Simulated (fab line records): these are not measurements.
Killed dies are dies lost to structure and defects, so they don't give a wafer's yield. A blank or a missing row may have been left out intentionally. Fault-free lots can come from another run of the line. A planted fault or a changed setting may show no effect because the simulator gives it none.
Struck lot and sound lot, side by side ; flow n5_finfet ; 15 steps out of a route of 1938
Sound: the wafers L876.1, L876.2, L876.5. Struck: wafer L892.5 (left out: L892.3, a lot-mate that was not struck); the cause follows at the end.
Each step with rows lists, per side, the tool, then ch with its chambers, then its first start. Under that, the readings that differ: sound wafers ; struck wafers ; difference of the means ; sigmas: that difference in standard deviations of wafers without a fault.
alike: readings whose means differ by less than 2 such deviations, and words and numbers that are the same on both sides. not compared: withheld readings, readings that some wafer has no value for, bounds like >300 that may hide the same value, and numbers for which the record gives no deviation and whose values overlap.
Wherever a step has rows on one side only, a row that says differs or no value, or a row with sigmas, the two part there. Non-overlapping numbers with no deviation appear without sigmas and do not part them. A reading that every wafer of one side lacks parts them only if that side has two wafers or more.

first, 7 steps without rows for these wafers: N5_BEOL_M0_SAQP_COAT_82 (time 60 s, resist thk 30 nm); N5_BEOL_M0_SAQP_COAT_08 (resist thk 90 nm); N5_BEOL_M0_SAQP_EBR_10; N5_BEOL_M0_SAQP_SOFTBAKE_09 (time 60 s); N5_BEOL_M0_SAQP_EXPOSE_11 (exposes mask M0 CORE, target cd 42 nm); N5_BEOL_M0_SAQP_PEB_12 (peb time 60 s); N5_BEOL_M0_SAQP_DEVELOP_13 (develop time 30 s).
N5_BEOL_M0_SAQP_CD_MEAS_14: target cd 42.5 nm.
  sound on cd_sem-03 ch 0, day 5 22:41; struck on cd_sem-02 ch 0, day 9 17:26
  alike: cd_nm
N5_BEOL_M0_SAQP_OVL_MEAS_15:
  sound on overlay-01 ch 0, day 5 22:43; struck on overlay-01 ch 0, day 9 17:27
  alike: M0_CORE_OVL
N5_BEOL_M0_SAQP_INSPECT_16: inspects for defects (brightfield).
  sound on defect_inspect-01 at day 5 22:44; struck on defect_inspect-02 at day 9 17:29
reading;sound;struck;difference;sigmas
raw_defect_count;344 425 270;653;+307;+3
N5_BEOL_M0_SAQP_DESCUM_19: chemistry O2, time 7.9 s.
  sound on rie_diel-06 ch 1,3, day 5 22:46; struck on rie_diel-04 ch 3, day 9 17:59
reading;sound;struck;difference;sigmas
showerhead_plenum_p_Torr (Torr);1.98 1.98 1.98;2.16;+0.18;+3
  alike: drypump_motor_current_A, oes_product_au, rf_vpp_V, throttle_valve_pct
  not compared: rf_hours_counter_h
N5_BEOL_M0_SAQP_ETCH_83: etches SiARC in CF4, target depth 39 nm, time 65 s.
  sound on rie_diel-06 ch 1,3, day 5 22:49; struck on rie_diel-04 ch 3, day 9 18:01
reading;sound;struck;difference;sigmas
rf_vpp_V (V);181.6 182.5 181.1;184.8;+3.1;+3
showerhead_plenum_p_Torr (Torr);2.03 2.07 2.03;2.21;+0.17;+3
  alike: drypump_motor_current_A, etch_rf_on_time_s, oes_product_au, throttle_valve_pct
  not compared: rf_hours_counter_h
N5_BEOL_M0_SAQP_ETCH_84: etches SOC in N2/H2, target depth 100 nm, overetch 20 nm, time 150 s.
  sound on rie_diel-06 ch 1,3, day 5 22:52; struck on rie_diel-04 ch 3, day 9 18:04
reading;sound;struck;difference;sigmas
showerhead_plenum_p_Torr (Torr);2.41 2.44 2.41;2.65;+0.23;+3
model.SiARC_of_BEOL_M0_SAQP_COAT_82.thk_nm (nm);24.6 24 24.6;25.2;+0.8;
  alike: drypump_motor_current_A, n2_flow_sccm, oes_product_au, rf_vpp_V, throttle_valve_pct
  not compared: rf_hours_counter_h
then, 1 step without rows for these wafers: N5_BEOL_M0_SAQP_STRIP_80 (strips in N2/H2).
-- the record jumps here: 3 days lie between the struck wafers' starts before and after (it left off in module BEOL_M0_SAQP and takes up again in module BEOL_M4, whose first step shown is number 1111 of the route) --
N5_BEOL_M4_RC_MEAS_101:
  sound on prober-02 ch 0, day 8 15:35; struck on prober-01 ch 0, day 12 06:07
  alike: DIBL_N, DIBL_P, IOFF_N, IOFF_P, ION_N, ION_P, SS_N, SS_P, VT_N, VT_P

WHERE THEY PART
At N5_BEOL_M0_SAQP_INSPECT_16 first; at N5_BEOL_M0_SAQP_ETCH_84 last (within this record only). Later steps at which nothing parts them and some readings are alike: N5_BEOL_M4_RC_MEAS_101.

WHY: the cause the simulator had injected
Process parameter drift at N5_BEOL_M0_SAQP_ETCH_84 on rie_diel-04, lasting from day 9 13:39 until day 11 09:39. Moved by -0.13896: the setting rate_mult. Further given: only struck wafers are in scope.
